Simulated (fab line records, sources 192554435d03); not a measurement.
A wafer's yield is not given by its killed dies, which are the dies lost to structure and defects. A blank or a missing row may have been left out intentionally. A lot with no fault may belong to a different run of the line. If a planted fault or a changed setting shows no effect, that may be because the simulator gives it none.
Matching of chambers -- flow n5 finfet -- 4 sister chambers for N5_BEOL_M13_ETCH_38 on rie diel-05
The step etches SiCN in CF4/N2, target depth 67.5 nm, time 71.9 s. 4 wafers are shown with their chamber, then 7 later ones without.

== WAFERS PAIRED WITH THEIR CHAMBERS ==
wafer,chamber,showerhead plenum p Torr (Torr)
L078.3,2,2.15
L078.5,1,2.10
L080.2,0,2.31
L080.5,3,2.34

== WAFERS WHOSE CHAMBER IS MISSING ==
wafer,showerhead plenum p Torr (Torr)
L080.6,2.31
L092.2,2.09
L092.4,2.15
L092.5,2.15
L091.3,2.09
L091.4,2.15
L091.5,2.30

== WHICH CHAMBER EACH WENT THROUGH ==
wafer,from the rows above,in truth
L080.6,0,0
L092.2,1,1
L092.4,2,2
L092.5,2,2
L091.3,1,1
L091.4,2,2
L091.5,0,0
Correct placement for 7 of the 7. Number that these rows cannot place: 0. 0 placed wrongly.
How it was worked out, from the rows above alone: a wafer's distance from a chamber is the root of the sum, over the readings, of the square of ((its reading less the chamber's mean) divided by the reading's scatter). If the next closest chamber is less than 2 further off than the closest, the wafer can't be placed; otherwise it belongs to the closest. For every chamber, the mean is computed from those of its wafers that are shown. The scatter: root of mean squared gap, hidden wafer to nearest shown wafer, with one shown wafer a chamber.
